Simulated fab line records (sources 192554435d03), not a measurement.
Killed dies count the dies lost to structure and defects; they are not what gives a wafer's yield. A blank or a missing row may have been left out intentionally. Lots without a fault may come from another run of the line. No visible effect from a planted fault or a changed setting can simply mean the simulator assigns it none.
Split-lot study / flow n5Finfet / 21 wafers read from 7 lots, route of 1938 steps

== THE SPLIT ==
At N5_BEOL_M10_ETCH_41 (etches SiCN in CH3F/O2, target depth 42.6 nm, time 86 s), the setting sourceW was moved away from the recipe's 395 W on 9 of the 21 wafers read, by -14.9% to +17.2%. All remaining wafers had this setting at the recipe value.

The reading comes from the split's own step.

== THE READING ==
rfVppV, in V, at N5_BEOL_M10_ETCH_41 (etches SiCN in CH3F/O2, target depth 42.6 nm, time 86 s). On this fab line, fault-free wafers typically give 297.5 V with a standard deviation of 1.3 V.

wafer=L075.2; tool, chamber at the split=rieDiel-06, 3; sourceW as run, W=395; against the recipe=recipe; rfVppV, V=296.1; against lot-mates on the recipe=-
wafer=L075.3; tool, chamber at the split=rieDiel-06, 2; sourceW as run, W=395; against the recipe=recipe; rfVppV, V=295.7; against lot-mates on the recipe=-
wafer=L075.5; tool, chamber at the split=rieDiel-06, 0; sourceW as run, W=336.3; against the recipe=-14.9%; rfVppV, V=314.8; against lot-mates on the recipe=+18.9
wafer=L076.2; tool, chamber at the split=rieDiel-06, 3; sourceW as run, W=395; against the recipe=recipe; rfVppV, V=297.5; against lot-mates on the recipe=-
wafer=L076.3; tool, chamber at the split=rieDiel-06, 0; sourceW as run, W=395; against the recipe=recipe; rfVppV, V=295.5; against lot-mates on the recipe=-
wafer=L076.6; tool, chamber at the split=rieDiel-06, 2; sourceW as run, W=462.8; against the recipe=+17.2%; rfVppV, V=281.8; against lot-mates on the recipe=-14.7
wafer=L080.2; tool, chamber at the split=rieDiel-02, 3; sourceW as run, W=452.4; against the recipe=+14.5%; rfVppV, V=286.2; against lot-mates on the recipe=-12.8
wafer=L080.3; tool, chamber at the split=rieDiel-02, 2; sourceW as run, W=452.4; against the recipe=+14.5%; rfVppV, V=285.1; against lot-mates on the recipe=-13.9
wafer=L080.5; tool, chamber at the split=rieDiel-02, 0; sourceW as run, W=395; against the recipe=recipe; rfVppV, V=299.0; against lot-mates on the recipe=-
wafer=L082.3; tool, chamber at the split=rieDiel-04, 2; sourceW as run, W=395; against the recipe=recipe; rfVppV, V=298.3; against lot-mates on the recipe=-
wafer=L082.4; tool, chamber at the split=rieDiel-04, 1; sourceW as run, W=395; against the recipe=recipe; rfVppV, V=297.5; against lot-mates on the recipe=-
wafer=L082.6; tool, chamber at the split=rieDiel-04, 2; sourceW as run, W=395; against the recipe=recipe; rfVppV, V=298.6; against lot-mates on the recipe=-
wafer=L086.1; tool, chamber at the split=rieDiel-02, 1; sourceW as run, W=461.2; against the recipe=+16.8%; rfVppV, V=282.4; against lot-mates on the recipe=-15.1
wafer=L086.4; tool, chamber at the split=rieDiel-02, 0; sourceW as run, W=395; against the recipe=recipe; rfVppV, V=299.0; against lot-mates on the recipe=-
wafer=L086.5; tool, chamber at the split=rieDiel-02, 1; sourceW as run, W=395; against the recipe=recipe; rfVppV, V=296.0; against lot-mates on the recipe=-
wafer=L085.2; tool, chamber at the split=rieDiel-04, 0; sourceW as run, W=430.1; against the recipe=+8.9%; rfVppV, V=289.5; against lot-mates on the recipe=no lot-mate on the recipe
wafer=L085.3; tool, chamber at the split=rieDiel-04, 3; sourceW as run, W=430.1; against the recipe=+8.9%; rfVppV, V=289.0; against lot-mates on the recipe=no lot-mate on the recipe
wafer=L085.4; tool, chamber at the split=rieDiel-04, 0; sourceW as run, W=430.1; against the recipe=+8.9%; rfVppV, V=290.9; against lot-mates on the recipe=no lot-mate on the recipe
wafer=L096.1; tool, chamber at the split=rieDiel-06, 3; sourceW as run, W=414; against the recipe=+4.8%; rfVppV, V=291.8; against lot-mates on the recipe=-5.8
wafer=L096.4; tool, chamber at the split=rieDiel-06, 0; sourceW as run, W=395; against the recipe=recipe; rfVppV, V=298.8; against lot-mates on the recipe=-
wafer=L096.6; tool, chamber at the split=rieDiel-06, 3; sourceW as run, W=395; against the recipe=recipe; rfVppV, V=296.3; against lot-mates on the recipe=-

THE FIT
A straight line over all 21 wafers: rfVppV changes by -0.935 V for each +1% of sourceW; r = -0.98; the points scatter about the line by 1.5 V.
The same after taking each lot's own level away (the mean of its wafers on the recipe; 18 wafers): -0.989 V for each +1%; r = -0.98; scatter 1.5 V.
The reading moves by 17 V for the largest change in sourceW, on that fit.
From 295.90 to 299.00 V: that is the span of the lots' own levels, equal to 2.4 times the standard deviation above.
So the lot-to-lot level changes the slope little: the two slopes agree.
Check: with one of the wafers moved furthest among these (+17.2%) left out of the fit, the line predicts -17 V for it against its lot-mates. Against them it came out at -14.7 V.
Tool readings at the split's step, against how far the setting was moved: rfVppV r = -0.98.

== ADDITIONAL SPLITS CARRIED BY THESE WAFERS ==
Note: prior to the reading, these wafers also went through further splits. Each is held against what the fit with the lots' levels taken away leaves over:
other split on the same wafers=N5_BEOL_M9_ETCH_62 timeS; wafers away from the commonest value=4; r with rfVppV (lot level and that fit taken away)=+0.01
other split on the same wafers=N5_BEOL_M9_COAT_64 spinRpm; wafers away from the commonest value=6; r with rfVppV (lot level and that fit taken away)=+0.29
other split on the same wafers=N5_BEOL_M10_TRENCH_ETCH_37 biasW; wafers away from the commonest value=7; r with rfVppV (lot level and that fit taken away)=+0.19

== THE WHOLE CHAIN: every reading that the file lists as answering this split, in the file's order ==
step=N5_BEOL_M10_ETCH_41; what it does=etches SiCN in CH3F/O2, target depth 42.6 nm, time 86 s; reading=rfVppV; change (the file's fit)=-0.978 V for each +1% of the setting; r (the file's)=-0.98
step=N5_BEOL_M10_ETCH_41; what it does=etches SiCN in CH3F/O2, target depth 42.6 nm, time 86 s; reading=etch.depthNm (the simulator's own value, which no gauge read); change (the file's fit)=+0.125 nm for each +1% of the setting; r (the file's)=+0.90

== FILE'S OWN FIT ==
rfVppV changes by -0.978 V for each +1% of sourceW, r = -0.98.
